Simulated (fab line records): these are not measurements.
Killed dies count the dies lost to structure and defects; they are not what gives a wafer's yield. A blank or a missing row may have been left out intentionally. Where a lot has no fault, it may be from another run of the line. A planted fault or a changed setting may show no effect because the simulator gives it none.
fab line records ; flow n5-finfet
record: lots: 6; wafers: 18; last-day: 17
route steps=1938 shown BEOL_M9@1465 BEOL_M10@1470 PASSIVATION@1936
lots untouched by any fault: they come from a run of this same line in which no faults occurred
start-h: hours from the record's opening day to when the first of the lot's shown wafers began ; wait-h: hours since the lot's step before ; " repeats the value in the row above ; L1.1+2: a single row standing in for several wafers ; - either no value or no given start ; * or withheld: withheld ; < > ~ a bound
route shown NAME@n: a module of which the file shows steps, and the number in the route of the first ; usual: mean/standard deviation taken from wafers without a fault ; same: alike in all rows ; chamber/n: place in a boat ; sites: each site's reading ; _std_site: standard deviation across them ; _edge_site: the outer-site mean with the inner-site mean subtracted ; radius-mm: for every site, how far away it sits from the centre of the wafer ; mask NAME#n: copy n ; behind: the tool/chamber that last shaped the wafer ; hold: the reason the lot was held/the length of the hold in hours/how it ended ; device: names the non-switching transistor (n, p or np) ; end of line: tests of these same wafers at the route's end ; where a step has no rows: the recipe by itself ; killed: count of dies lost to structure and defects at first sort (not the wafer's yield) ; map: dies across one wafer; x = killed, . = not, _ = none there
set.NAME: setting as actually run; set.NAME@STEP: the setting as run at that earlier step ; model.NAME: the simulator's own value behind a step, which no gauge read
lots at some steps of the route; a table a step, a row a wafer
services: the hour from which a tool's chamber was out of use, counted from the record's first day as start-h (under 0 if before that day), plus the number of hours and why
== steps ==
step: N5_BEOL_M9_THK_MEAS_53
recipe: thk-meas-gauge: xrf; reads: Cu_of_BEOL_M9_ECD_50
usual: M9_THK: 139/3.5
lot.wafer;tool;chamber;start-h;wait-h;M9_THK[nm]
L320.4;film-metro-01;-;237.25;-;138
L320.5;film-metro-01;-;237.25;-;138
L320.6;film-metro-01;-;237.25;-;138
L325.1;film-metro-02;-;272.79;-;137
L325.4;film-metro-02;-;272.79;-;139
L325.6;film-metro-02;-;272.79;-;139
L327.1;film-metro-01;-;279.51;-;135
L327.4;film-metro-01;-;279.51;-;135
L327.5;film-metro-01;-;279.51;-;136
L332.3;film-metro-01;-;313.08;-;141
L332.4;film-metro-01;-;313.08;-;136
L332.5;film-metro-01;-;313.08;-;133
L335.3;film-metro-01;-;334.53;-;137
L335.4;film-metro-01;-;334.53;-;139
L335.6;film-metro-01;-;334.53;-;139
L340.2;film-metro-01;-;356.73;-;134
L340.3;film-metro-01;-;356.73;-;138
L340.5;film-metro-01;-;356.73;-;133
step: N5_BEOL_M9_PRE_CLEAN_55
recipe: gas: NH3; time-s: 15; temp-c: withheld; rf-power-w: 300
step: N5_BEOL_M9_DEP_56
recipe: material: SiCN; target-thk-a: 150; temp-c: withheld; precursor: 3MS/NH3; pressure-torr: 3; rf-w: 202; time-s: 26.5
step: N5_BEOL_M9_RS_MEAS_57
recipe: thk-meas-gauge: four-point-probe; reads: Cu_of_BEOL_M9_ECD_50+Co_of_BEOL_M9_CVD_78+TaN_of_BEOL_M9_ALD_74
usual: M9_RS: 0.151/0.0039
lot.wafer;tool;chamber;start-h;wait-h;M9_RS[ohm/sq]
L320.4;film-metro-02;-;237.41;0.1;0.151
L320.5;film-metro-02;-;237.41;0.1;0.151
L320.6;film-metro-02;-;237.41;0.1;0.152
L325.1;film-metro-01;-;272.93;0.1;0.154
L325.4;film-metro-01;-;272.93;0.1;0.152
L325.6;film-metro-01;-;272.93;0.1;0.151
L327.1;film-metro-02;-;279.64;0.1;0.155
L327.4;film-metro-02;-;279.64;0.1;0.154
L327.5;film-metro-02;-;279.64;0.1;0.154
L332.3;film-metro-01;-;313.21;0.1;0.147
L332.4;film-metro-01;-;313.21;0.1;0.154
L332.5;film-metro-01;-;313.21;0.1;0.158
L335.3;film-metro-01;-;334.66;0.1;0.152
L335.4;film-metro-01;-;334.66;0.1;0.149
L335.6;film-metro-01;-;334.66;0.1;0.149
L340.2;film-metro-02;-;356.86;0.1;0.155
L340.3;film-metro-02;-;356.86;0.1;0.151
L340.5;film-metro-02;-;356.86;0.1;0.155
step: N5_BEOL_M9_INSPECT_58
recipe: inspect-instrument: darkfield; mode: post-dep
usual: raw-defect-count: 77/27
lot.wafer;tool;chamber;start-h;wait-h;raw-defect-count
L320.4;defect-inspect-02;-;237.44;0.0;95
L320.5;defect-inspect-02;-;237.44;0.0;68
L320.6;defect-inspect-02;-;237.44;0.0;44
L325.1;defect-inspect-01;-;272.95;0.0;78
L325.4;defect-inspect-01;-;272.95;0.0;110
L325.6;defect-inspect-01;-;272.95;0.0;70
L327.1;defect-inspect-01;-;279.67;0.0;93
L327.4;defect-inspect-01;-;279.67;0.0;89
L327.5;defect-inspect-01;-;279.67;0.0;168
L332.3;defect-inspect-01;-;313.24;0.0;148
L332.4;defect-inspect-01;-;313.24;0.0;142
L332.5;defect-inspect-01;-;313.24;0.0;73
L335.3;defect-inspect-02;-;334.69;0.0;96
L335.4;defect-inspect-02;-;334.69;0.0;46
L335.6;defect-inspect-02;-;334.69;0.0;94
L340.2;defect-inspect-01;-;356.89;0.0;54
L340.3;defect-inspect-01;-;356.89;0.0;28
L340.5;defect-inspect-01;-;356.89;0.0;49
step: N5_BEOL_M10_ILD_DEP_00
recipe: material: SiCOH_lowk; target-thk-a: 3085.1; temp-c: 300; precursor: DEMS/porogen; pressure-torr: 5; rf-w: 500; time-s: 58
usual: heater-power-outer-w: 139/28; heater-power-w: 307/42; showerhead-plenum-p-Torr: 5.740/0.016; showerhead-vpp-V: 1389/50; throttle-valve-pct: 13.9/0.57
lot.wafer;tool;chamber;start-h;wait-h;heater-power-outer-w;heater-power-w;showerhead-plenum-p-Torr;showerhead-vpp-V;throttle-valve-pct
L320.4;pecvd-04;0;237.50;0.1;122;254;5.728;1370;14.6
L320.5;pecvd-04;2;237.50;0.1;108;239;5.710;1496;14.3
L320.6;pecvd-04;0;237.50;0.1;129;270;5.735;1356;14.2
L325.1;pecvd-01;0;272.99;0.0;178;344;5.738;1316;14.6
L325.4;pecvd-01;1;272.99;0.0;116;285;5.752;1382;13.8
L325.6;pecvd-01;0;272.99;0.0;176;345;5.750;1321;15.0
L327.1;pecvd-01;2;279.70;0.0;134;321;5.743;1396;14.0
L327.4;pecvd-01;2;279.70;0.0;84;253;5.752;1394;14.0
L327.5;pecvd-01;1;279.70;0.0;150;335;5.728;1392;13.6
L332.3;pecvd-01;1;313.28;0.0;172;365;5.731;1376;13.5
L332.4;pecvd-01;0;313.28;0.0;130;281;5.735;1304;14.6
L332.5;pecvd-01;1;313.28;0.0;174;364;5.737;1401;13.4
L335.3;pecvd-01;1;334.72;0.0;165;357;5.723;1402;13.4
L335.4;pecvd-01;0;334.72;0.0;185;356;5.714;1303;14.5
L335.6;pecvd-01;1;334.72;0.0;168;363;5.734;1361;13.5
L340.2;pecvd-01;2;356.93;0.0;119;303;5.747;1379;14.0
L340.3;pecvd-01;1;356.93;0.0;161;357;5.725;1367;13.5
L340.5;pecvd-01;1;356.93;0.0;172;359;5.739;1380;13.5
step: N5_BEOL_M10_CURE_71
recipe: temp-c: 385; time-s: 240; ambient: He/Ar; material: SiCOH_lowk
step: N5_BEOL_M10_THK_MEAS_01
recipe: reads: SiCOH_lowk_of_BEOL_M10_ILD_DEP_00
usual: M10_ILD_THK: 267/3.6
lot.wafer;tool;chamber;start-h;wait-h;M10_ILD_THK[nm]
L320.4;film-metro-02;-;238.70;0.4;269
L320.5;film-metro-02;-;238.70;0.4;270
L320.6;film-metro-02;-;238.70;0.4;268
L325.1;film-metro-02;-;273.58;0.4;265
L325.4;film-metro-02;-;273.58;0.4;268
L325.6;film-metro-02;-;273.58;0.4;271
L327.1;film-metro-01;-;280.30;0.4;258
L327.4;film-metro-01;-;280.30;0.4;264
L327.5;film-metro-01;-;280.30;0.4;268
L332.3;film-metro-01;-;313.99;0.3;267
L332.4;film-metro-01;-;313.99;0.3;275
L332.5;film-metro-01;-;313.99;0.3;268
L335.3;film-metro-01;-;335.31;0.3;265
L335.4;film-metro-01;-;335.31;0.3;270
L335.6;film-metro-01;-;335.31;0.3;267
L340.2;film-metro-02;-;357.52;0.4;265
L340.3;film-metro-02;-;357.52;0.4;266
L340.5;film-metro-02;-;357.52;0.4;269
step: N5_BEOL_M10_PECVD_70
recipe: material: SiO2; target-thk-a: 200; temp-c: 400; precursor: TEOS/O2; pressure-torr: 5.5; rf-w: 450; teos-flow-sccm: 53.8; gas: O2; flow-sccm: 3000; time-s: 22.7
usual: heater-power-outer-w: 411/58; heater-power-w: 703/82; showerhead-plenum-p-Torr: 8.78/0.065; showerhead-vpp-V: 1322/52; throttle-valve-pct: 22.5/0.94
lot.wafer;tool;chamber;start-h;wait-h;heater-power-outer-w;heater-power-w;showerhead-plenum-p-Torr;showerhead-vpp-V;throttle-valve-pct
L320.4;pecvd-04;2;238.75;0.1;378;627;8.73;1435;23.1
L320.5;pecvd-04;2;238.75;0.1;386;629;8.69;1420;23.2
L320.6;pecvd-04;0;238.75;0.1;401;656;8.72;1246;23.0
L325.1;pecvd-04;2;273.62;0.0;310;542;8.72;1425;23.2
L325.4;pecvd-04;0;273.62;0.0;375;639;8.69;1259;22.8
L325.6;pecvd-04;2;273.62;0.0;316;545;8.69;1404;23.2
L327.1;pecvd-02;2;280.33;0.0;507;843;8.84;1294;20.7
L327.4;pecvd-02;2;280.33;0.0;502;869;8.85;1324;21.1
L327.5;pecvd-02;0;280.33;0.0;396;658;8.88;1375;21.4
L332.3;pecvd-02;1;314.02;0.0;419;736;8.76;1296;23.7
L332.4;pecvd-02;1;314.02;0.0;424;712;8.75;1317;23.8
L332.5;pecvd-02;0;314.02;0.0;418;679;8.87;1347;21.6
L335.3;pecvd-04;1;335.35;0.0;328;619;8.88;1315;22.1
L335.4;pecvd-04;1;335.35;0.0;332;609;8.89;1350;22.4
L335.6;pecvd-04;2;335.35;0.0;388;659;8.72;1412;23.6
L340.2;pecvd-02;1;357.55;0.0;422;729;8.74;1339;23.9
L340.3;pecvd-02;0;357.55;0.0;430;701;8.88;1378;21.6
L340.5;pecvd-02;2;357.55;0.0;481;837;8.86;1305;21.0
step: N5_BEOL_M10_HM_DEP_02
recipe: material: TiN; target-thk-a: 200; temp-c: 25; chamber-pressure-pa: 0.49996
usual: throttle-valve-pct: 30.0/0.66
lot.wafer;tool;chamber;start-h;wait-h;throttle-valve-pct
L320.4;pvd-sputter-03;-;239.19;0.4;29.9
L320.5;pvd-sputter-03;-;239.19;0.4;30.0
L320.6;pvd-sputter-03;-;239.19;0.4;28.5
L325.1;pvd-sputter-01;-;275.12;1.5;30.4
L325.4;pvd-sputter-01;-;275.12;1.5;30.3
L325.6;pvd-sputter-01;-;275.12;1.5;30.8
L327.1;pvd-sputter-03;-;281.72;1.4;29.0
L327.4;pvd-sputter-03;-;281.72;1.4;30.6
L327.5;pvd-sputter-03;-;281.72;1.4;30.1
L332.3;pvd-sputter-01;-;315.72;1.7;30.6
L332.4;pvd-sputter-01;-;315.72;1.7;30.5
L332.5;pvd-sputter-01;-;315.72;1.7;30.5
L335.3;pvd-sputter-01;-;336.53;1.2;30.7
L335.4;pvd-sputter-01;-;336.53;1.2;30.6
L335.6;pvd-sputter-01;-;336.53;1.2;30.5
L340.2;pvd-sputter-02;-;358.15;0.6;30.2
L340.3;pvd-sputter-02;-;358.15;0.6;30.1
L340.5;pvd-sputter-02;-;358.15;0.6;30.2
step: N5_BEOL_M10_COAT_59
recipe: resist: SOC; temp-c: 250; time-s: 60; spin-rpm: 1500; resist-thk-nm: 100
step: N5_BEOL_M10_COAT_60
recipe: resist: SiARC; temp-c: 220; time-s: 60; spin-rpm: 1500; resist-thk-nm: 30
step: N5_BEOL_M10_COAT_05
recipe: resist: CAR-ArF; spin-rpm: 1500; resist-thk-nm: 90
usual: dispense-pressure-kPa: 53.9/1.7; spin-speed-rpm: 1500.0/0.84
lot.wafer;tool;chamber;start-h;wait-h;dispense-pressure-kPa;spin-speed-rpm;model.CAR-ArF_of_BEOL_M10_COAT_05.thk-nm
L320.4;litho-track-05;0;239.32;-;55.0;1500.3;90
L320.5;litho-track-05;0;239.32;-;55.0;1500.4;89.8
L320.6;litho-track-05;0;239.32;-;55.0;1500.7;90.2
L325.1;litho-track-01;0;275.25;-;54.9;1561.1;88
L325.4;litho-track-01;0;275.25;-;54.9;1560.0;88.4
L325.6;litho-track-01;0;275.25;-;54.9;1561.5;88.6
L327.1;litho-track-01;0;281.86;-;54.9;1562.0;88.6
L327.4;litho-track-01;0;281.86;-;54.9;1562.1;88.8
L327.5;litho-track-01;0;281.86;-;54.9;1562.0;88.6
L332.3;litho-track-04;0;315.85;-;50.9;1500.0;89.8
L332.4;litho-track-04;0;315.85;-;50.9;1500.2;89.8
L332.5;litho-track-04;0;315.85;-;50.9;1499.8;89.8
L335.3;litho-track-05;0;336.66;-;55.0;1502.3;90
L335.4;litho-track-05;0;336.66;-;55.0;1499.5;90.2
L335.6;litho-track-05;0;336.66;-;55.0;1499.3;90.4
L340.2;litho-track-01;0;358.28;-;54.9;1499.7;89.4
L340.3;litho-track-01;0;358.28;-;54.9;1500.3;89.6
L340.5;litho-track-01;0;358.28;-;54.9;1499.1;89.6
step: N5_BEOL_M10_EBR_07
recipe: solvent: PGMEA; ebr-width-mm: 1.5
step: N5_BEOL_M10_SOFTBAKE_06
recipe: temp-c: 110; time-s: 60; resist: CAR-ArF
step: N5_BEOL_M10_EXPOSE_08
recipe: mask-id: M10; na: 1.35; source-shape: dipole; sigma-inner: 0.411; sigma-outer: 0.611; polarization: te; dose-mj: 53.75
step: N5_BEOL_M10_PEB_09
recipe: peb-temp-c: withheld; peb-time-s: 60; resist: CAR-ArF
step: N5_BEOL_M10_DEVELOP_10
recipe: develop-time-s: 30; developer: TMAH; resist: CAR-ArF; rinse-liquid: diw; dry: air-spin; dev-temp-c: 23
step: N5_BEOL_M10_CD_MEAS_11
recipe: target-cd-nm: 64.1; landing-energy-ev: 500; detector: se-inlens; polarity: opening
usual: cd-nm: 63.9/0.57
lot.wafer;tool;chamber;start-h;wait-h;cd-nm
L320.4;cd-sem-03;0;242.29;-;64.0
L320.5;cd-sem-03;0;242.29;-;64.6
L320.6;cd-sem-03;0;242.29;-;64.4
L325.1;cd-sem-03;0;275.62;-;64.0
L325.4;cd-sem-03;0;275.62;-;63.7
L325.6;cd-sem-03;0;275.62;-;63.2
L327.1;cd-sem-01;0;282.23;-;64.3
L327.4;cd-sem-01;0;282.23;-;64.2
L327.5;cd-sem-01;0;282.23;-;63.9
L332.3;cd-sem-01;0;316.09;-;63.9
L332.4;cd-sem-01;0;316.09;-;63.5
L332.5;cd-sem-01;0;316.09;-;63.6
L335.3;cd-sem-01;0;336.90;-;64.5
L335.4;cd-sem-01;0;336.90;-;63.9
L335.6;cd-sem-01;0;336.90;-;64.3
L340.2;cd-sem-01;0;358.52;-;63.6
L340.3;cd-sem-01;0;358.52;-;64.8
L340.5;cd-sem-01;0;358.52;-;63.5
step: N5_BEOL_M10_OVL_MEAS_12
recipe: points-per-wafer: 44
usual: M10_OVL: 0.2/0.75
lot.wafer;tool;chamber;start-h;wait-h;M10_OVL[nm]
L320.4;overlay-02;0;242.32;0.0;-0.7
L320.5;overlay-02;0;242.32;0.0;-0.1
L320.6;overlay-02;0;242.32;0.0;-1.0
L325.1;overlay-01;0;275.65;0.0;0.1
L325.4;overlay-01;0;275.65;0.0;-0.2
L325.6;overlay-01;0;275.65;0.0;-0.8
L327.1;overlay-02;0;282.28;0.0;-0.1
L327.4;overlay-02;0;282.28;0.0;0.3
L327.5;overlay-02;0;282.28;0.0;-1.1
L332.3;overlay-02;0;316.12;0.0;-0.6
L332.4;overlay-02;0;316.12;0.0;-0.1
L332.5;overlay-02;0;316.12;0.0;0.3
L335.3;overlay-02;0;336.93;0.0;-0.1
L335.4;overlay-02;0;336.93;0.0;0.1
L335.6;overlay-02;0;336.93;0.0;0.6
L340.2;overlay-01;0;358.55;0.0;-0.9
L340.3;overlay-01;0;358.55;0.0;-0.9
L340.5;overlay-01;0;358.55;0.0;-0.9
step: N5_BEOL_M10_INSPECT_13
recipe: mode: adi; inspect-instrument: brightfield
usual: raw-defect-count: 428/89
lot.wafer;tool;chamber;start-h;wait-h;raw-defect-count
L320.4;defect-inspect-02;-;242.34;0.0;429
L320.5;defect-inspect-02;-;242.34;0.0;439
L320.6;defect-inspect-02;-;242.34;0.0;382
L325.1;defect-inspect-02;-;275.67;0.0;449
L325.4;defect-inspect-02;-;275.67;0.0;464
L325.6;defect-inspect-02;-;275.67;0.0;425
L327.1;defect-inspect-02;-;282.30;0.0;461
L327.4;defect-inspect-02;-;282.30;0.0;407
L327.5;defect-inspect-02;-;282.30;0.0;569
L332.3;defect-inspect-02;-;316.14;0.0;486
L332.4;defect-inspect-02;-;316.14;0.0;628
L332.5;defect-inspect-02;-;316.14;0.0;409
L335.3;defect-inspect-02;-;336.95;0.0;554
L335.4;defect-inspect-02;-;336.95;0.0;309
L335.6;defect-inspect-02;-;336.95;0.0;542
L340.2;defect-inspect-02;-;358.58;0.0;309
L340.3;defect-inspect-02;-;358.58;0.0;293
L340.5;defect-inspect-02;-;358.58;0.0;372
step: N5_BEOL_M10_DESCUM_16
recipe: chemistry: O2; time-s: 7.9; source-power-w: 50; bias-power-w: 20; pressure-mtorr: 20; rf-frequency-hz: 2.712e+07; temp-c: 40; resist: CAR-ArF; o2-flow-sccm: 225
usual: drypump-motor-current-A: 5.7/0.33; oes-product-au: 0.79/0.11; rf-vpp-V: 243.2/1.5; showerhead-plenum-p-Torr: 2.10/0.083; throttle-valve-pct: 20.40/0.27
lot.wafer;tool;chamber;start-h;wait-h;drypump-motor-current-A;oes-product-au;rf-hours-counter-h;rf-vpp-V;showerhead-plenum-p-Torr;throttle-valve-pct
L320.4;rie-diel-02;0;242.58;0.2;5.5;0.68;-;243.6;2.08;20.47
L320.5;rie-diel-02;1;242.58;0.2;5.8;0.71;-;245.2;2.15;20.68
L320.6;rie-diel-02;3;242.58;0.2;5.6;0.71;-;242.2;2.06;20.92
L325.1;rie-diel-02;2;275.71;0.0;5.4;1.00;4;243.2;2.04;19.89
L325.4;rie-diel-02;0;275.71;0.0;5.6;0.67;249;243.1;2.07;20.46
L325.6;rie-diel-02;1;275.71;0.0;5.9;0.70;-;244.0;2.15;20.69
L327.1;rie-diel-03;0;282.72;0.4;5.5;0.75;189;240.5;1.98;20.39
L327.4;rie-diel-03;3;282.72;0.4;5.9;0.82;-;245.5;2.23;20.51
L327.5;rie-diel-03;1;282.72;0.4;5.3;0.68;-;243.8;2.15;20.48
L332.3;rie-diel-06;2;316.18;0.0;6.3;0.87;41;245.0;2.21;20.20
L332.4;rie-diel-06;2;316.18;0.0;6.2;0.88;-;244.2;2.21;20.19
L332.5;rie-diel-06;3;316.18;0.0;5.2;0.72;-;241.7;1.98;20.26
L335.3;rie-diel-03;1;337.03;0.1;5.3;0.66;250;244.8;2.14;20.51
L335.4;rie-diel-03;3;337.03;0.1;5.9;0.80;107;244.3;2.22;20.54
L335.6;rie-diel-03;3;337.03;0.1;5.9;0.80;-;246.4;2.22;20.53
L340.2;rie-diel-02;1;358.61;0.0;5.9;0.95;12;243.0;2.14;20.31
L340.3;rie-diel-02;2;358.61;0.0;5.4;0.91;42;241.9;2.03;19.93
L340.5;rie-diel-02;0;358.61;0.0;5.6;0.90;-;240.4;2.06;20.26
step: N5_BEOL_M10_ETCH_61
recipe: chemistry: CF4; target: SiARC; target-depth-a: 390; mask-material: CAR-ArF; time-s: 65; ion-energy-ev: 80; pressure-mtorr: 40; source-w: 545; bias-w: 36; Ar_flow_sccm: 100; cf4-flow-sccm: 100; ends: cleared
usual: drypump-motor-current-A: 5.7/0.33; etch-rf-on-time-s: 64.7/1.4; oes-product-au: 0.67/0.089; rf-vpp-V: 184.1/1.3; showerhead-plenum-p-Torr: 2.15/0.079; throttle-valve-pct: 15.62/0.24
lot.wafer;tool;chamber;start-h;wait-h;drypump-motor-current-A;etch-rf-on-time-s;oes-product-au;rf-hours-counter-h;rf-vpp-V;showerhead-plenum-p-Torr;throttle-valve-pct;model.CAR-ArF_of_BEOL_M10_COAT_05.thk-nm
L320.4;rie-diel-02;0;242.62;0.0;5.6;69.3;0.57;-;182.0;2.12;15.73;55.6
L320.5;rie-diel-02;1;242.62;0.0;5.9;65.1;0.61;-;184.8;2.20;15.93;55.4
L320.6;rie-diel-02;3;242.62;0.0;5.6;64.0;0.61;-;184.9;2.11;16.16;55.6
L325.1;rie-diel-02;2;275.74;0.0;5.3;62.1;0.86;4;184.2;2.11;15.20;53.6
L325.4;rie-diel-02;0;275.74;0.0;5.6;68.1;0.56;249;182.8;2.12;15.75;54
L325.6;rie-diel-02;1;275.74;0.0;5.9;64.5;0.60;-;184.9;2.20;15.96;54.2
L327.1;rie-diel-03;0;282.76;0.0;5.6;63.9;0.63;189;182.3;2.04;15.74;54.2
L327.4;rie-diel-03;3;282.76;0.0;5.9;65.9;0.69;-;185.9;2.25;15.53;54.4
L327.5;rie-diel-03;1;282.76;0.0;5.3;63.4;0.59;-;185.6;2.20;15.72;54
L332.3;rie-diel-06;2;316.21;0.0;6.2;64.0;0.75;41;185.0;2.28;15.53;55.4
L332.4;rie-diel-06;2;316.21;0.0;6.3;64.2;0.75;-;187.2;2.28;15.50;55.4
L332.5;rie-diel-06;3;316.21;0.0;5.3;64.5;0.60;-;183.1;2.03;15.50;55.4
L335.3;rie-diel-03;1;337.07;0.0;5.3;63.5;0.58;250;183.6;2.19;15.77;55.4
L335.4;rie-diel-03;3;337.07;0.0;5.9;65.9;0.68;107;185.4;2.24;15.57;55.6
L335.6;rie-diel-03;3;337.07;0.0;5.9;65.5;0.68;-;186.2;2.24;15.60;55.8
L340.2;rie-diel-02;1;358.65;0.0;5.9;64.3;0.81;12;184.6;2.19;15.48;55
L340.3;rie-diel-02;2;358.65;0.0;5.4;62.7;0.77;43;182.9;2.10;15.27;55.2
L340.5;rie-diel-02;0;358.65;0.0;5.6;65.6;0.76;-;183.7;2.11;15.37;55.4
step: N5_BEOL_M10_ETCH_62
recipe: chemistry: N2/H2; target: SOC; target-depth-a: 1100; overetch-a: 220; mask-material: SiARC; temp-c: 40; time-s: 165; ion-energy-ev: 200; pressure-mtorr: 30; source-w: 840; bias-w: 150; n2-flow-sccm: 200; h2-flow-sccm: 200
usual: drypump-motor-current-A: 5.7/0.33; h2-flow-sccm: 200.0/0.58; oes-product-au: 0.66/0.085; rf-vpp-V: 524.0/2.8; showerhead-plenum-p-Torr: 2.55/0.098; throttle-valve-pct: 17.85/0.27
lot.wafer;tool;chamber;start-h;wait-h;drypump-motor-current-A;h2-flow-sccm;oes-product-au;rf-hours-counter-h;rf-vpp-V;showerhead-plenum-p-Torr;throttle-valve-pct
L320.4;rie-diel-02;0;242.71;0.1;5.6;200.0;0.58;-;522.2;2.50;17.73
L320.5;rie-diel-02;1;242.71;0.1;5.9;200.4;0.61;-;524.6;2.61;18.19
L320.6;rie-diel-02;3;242.71;0.1;5.6;199.5;0.60;-;523.2;2.50;18.29
L325.1;rie-diel-02;2;275.79;0.0;5.4;199.3;0.84;4;523.5;2.51;17.41
L325.4;rie-diel-02;0;275.79;0.0;5.6;200.0;0.58;249;524.5;2.49;17.74
L325.6;rie-diel-02;1;275.79;0.0;5.9;199.4;0.60;-;524.8;2.61;18.21
L327.1;rie-diel-03;0;282.81;0.0;5.5;198.9;0.63;189;521.5;2.44;18.14
L327.4;rie-diel-03;3;282.81;0.0;5.9;199.6;0.69;-;527.4;2.68;17.82
L327.5;rie-diel-03;1;282.81;0.0;5.3;199.0;0.57;-;527.0;2.61;17.94
L332.3;rie-diel-06;2;316.26;0.0;6.3;200.0;0.73;41;528.5;2.70;17.64
L332.4;rie-diel-06;2;316.26;0.0;6.3;201.2;0.74;-;526.3;2.70;17.63
L332.5;rie-diel-06;3;316.26;0.0;5.2;200.5;0.59;-;521.7;2.41;17.70
L335.3;rie-diel-03;1;337.12;0.0;5.3;200.2;0.56;250;524.8;2.61;18.00
L335.4;rie-diel-03;3;337.12;0.0;5.9;200.5;0.67;108;528.3;2.67;17.84
L335.6;rie-diel-03;3;337.12;0.0;5.9;200.0;0.68;-;527.4;2.67;17.86
L340.2;rie-diel-02;1;358.70;0.0;5.9;199.4;0.80;12;525.3;2.60;17.78
L340.3;rie-diel-02;2;358.70;0.0;5.4;200.0;0.75;43;520.5;2.49;17.47
L340.5;rie-diel-02;0;358.70;0.0;5.6;200.8;0.75;-;523.1;2.48;17.45
step: N5_PASSIVATION_PROBE_49
usual: defect-limited-yield: 91.4/1.5; killed_at_M0_to_M3: 34/12; killed_at_M4_up: 12/4.9; killed-at-contacts: 13/7.2; killed-at-front-end: 39/12; killed-at-other: 3.7/2.9; killed-dies: 101/18; killed-open: 67/14; killed-short: 33/7.2; sort_bin_4_leakage: 0.00/0.022; sort_bin_5_function: 5.1/0.97; sort_bin_6_memory: 3.2/0.67; sort-n-pass: 1079/17; sort-yield-pct: 91.4/1.5
same: gross-dies: 1180; killed-at-back-side: 0; sort_bin_8_speed[%]: 0
lot.wafer;tool;chamber;start-h;wait-h;defect-limited-yield[%];killed_at_M0_to_M3;killed_at_M4_up;killed-at-contacts;killed-at-front-end;killed-at-other;killed-dies;killed-open;killed-short;sort_bin_4_leakage[%];sort_bin_5_function[%];sort_bin_6_memory[%];sort-n-pass;sort-yield-pct[%]
L320.4;prober-02;-;298.95;0.2;90.0;53;15;17;33;0;118;84;33;0;6.0;3.7;1062;90.0
L320.5;prober-02;-;299.00;0.2;91.1;41;15;11;36;2;105;64;41;0;5.7;2.9;1075;91.1
L320.6;prober-02;-;299.05;0.3;92.6;30;12;20;25;0;87;56;30;0;3.6;3.6;1093;92.6
L325.1;prober-02;-;329.08;0.0;92.8;31;11;7;33;3;85;63;21;0;3.8;3.3;1095;92.8
L325.4;prober-02;-;329.23;0.2;91.6;24;8;13;51;3;99;69;28;0;5.4;2.7;1081;91.6
L325.6;prober-02;-;329.33;0.3;89.4;56;10;15;41;3;125;86;38;0;6.9;3.3;1055;89.4
killed by level:class
L320.4 BEOL_M0_SAQP:geometric-particle:open=16 BEOL_M0_SAQP:geometric-particle:short=14 MOL_CONTACT_COAG:geometric-particle:open=13 BEOL_M3:geometric-particle:open=9 STI_FIN_REVEAL:geometric-particle:open=7 BEOL_M2:geometric-particle:open=7 BEOL_M4:geometric-particle:open=7 STI_FIN_REVEAL:geometric-particle:short=4
L320.5 BEOL_M0_SAQP:geometric-particle:open=10 BEOL_M0_SAQP:geometric-particle:short=9 BEOL_M2:geometric-particle:open=9 MOL_CONTACT_COAG:geometric-particle:short=7 STI_FIN_REVEAL:geometric-particle:open=6 DUMMY_GATE:geometric-particle:open=6 STARTING-WAFER:geometric-particle:short=6 BEOL_M3:geometric-particle:open=5
L320.6 MOL_CONTACT_COAG:geometric-particle:open=13 BEOL_M4:geometric-particle:open=7 MOL_CONTACT_COAG:geometric-particle:short=6 BEOL_M0_SAQP:geometric-particle:open=6 BEOL_M0_SAQP:geometric-particle:short=6 DUMMY_GATE:geometric-particle:open=5 GATE_CUT:geometric-particle:short=4 BEOL_M1:geometric-particle:open=4
L325.1 BEOL_M2:geometric-particle:open=10 FIN_SAQP:geometric-particle:open=8 MOL_CONTACT_COAG:geometric-particle:open=7 STI_FIN_REVEAL:geometric-particle:open=5 BEOL_M0_SAQP:geometric-particle:open=5 DUMMY_GATE:geometric-particle:open=4 BEOL_M0_SAQP:geometric-particle:short=4 BEOL_M4:geometric-particle:open=4
L325.4 MOL_CONTACT_COAG:geometric-particle:open=12 FIN_SAQP:geometric-particle:open=11 BEOL_M2:geometric-particle:open=10 FIN_SAQP:geometric-particle:short=9 DUMMY_GATE:geometric-particle:open=7 STI_FIN_REVEAL:geometric-particle:open=6 STARTING-WAFER:geometric-particle:short=5 BEOL_M3:geometric-particle:open=4
L325.6 BEOL_M2:geometric-particle:open=21 MOL_CONTACT_COAG:geometric-particle:open=13 BEOL_M2:geometric-particle:short=9 GATE_CUT:geometric-particle:open=7 BEOL_M0_SAQP:geometric-particle:short=7 FIN_SAQP:geometric-particle:open=6 FIN_SAQP:geometric-particle:short=5 DUMMY_GATE:geometric-particle:open=5
== services ==
tool;chamber;start-h;hours;kind
rie-diel-03;3;225.89;3.9;repair
rie-diel-02;2;241.87;-;clean
rie-diel-02;2;241.87;-;consumable-replace:focus-ring
rie-diel-02;2;241.87;24.2;scheduled-down
rie-diel-02;2;241.87;24.2;vent-cycle
rie-diel-03;2;256.56;-;clean
pecvd-04;1;277.93;6.6;repair
rie-diel-06;2;279.68;6.7;repair
pecvd-01;1;285.45;3.6;repair
rie-diel-02;0;290.62;-;clean
rie-diel-02;0;290.62;-;consumable-replace:focus-ring
rie-diel-02;0;290.62;26.0;scheduled-down
rie-diel-02;0;290.62;26.0;vent-cycle
pecvd-02;-;314.19;0.9;repair
rie-diel-02;1;316.83;-;clean
rie-diel-02;1;316.83;-;consumable-replace:focus-ring
rie-diel-02;1;316.83;16.5;scheduled-down
rie-diel-02;1;316.83;16.5;vent-cycle
rie-diel-02;3;333.67;-;clean
rie-diel-02;3;333.67;-;consumable-replace:focus-ring
rie-diel-02;3;333.67;18.8;scheduled-down
rie-diel-02;3;333.67;18.8;vent-cycle
pecvd-04;-;348.77;4.3;pm
rie-diel-03;-;355.55;2.2;repair
== key ==
first-sign: step: N5_BEOL_M10_COAT_05; reading: spin-speed-rpm; direction: up; sigmas: 73; usual: *; struck: *
effect none on later readings
model-effect: step: N5_BEOL_M10_COAT_05; value: CAR-ArF_of_BEOL_M10_COAT_05.thk-nm; without: 90.3; struck: 88.5
model-effect: step: N5_BEOL_M10_ETCH_61; value: CAR-ArF_of_BEOL_M10_COAT_05.thk-nm; without: 55.87; struck: 54.07
met-at N5_BEOL_M10_COAT_05
struck-wafers L325.1,L325.4,L325.6,L327.1,L327.4,L327.5
fault: kind: process-parameter-drift; tool: litho-track-01; chamber: -; onset-h: 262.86; steps: N5_BEOL_M10_COAT_05; channel: spin-rpm; offset: *; shape: step; end-h: 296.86; acts-in: *; stated: *
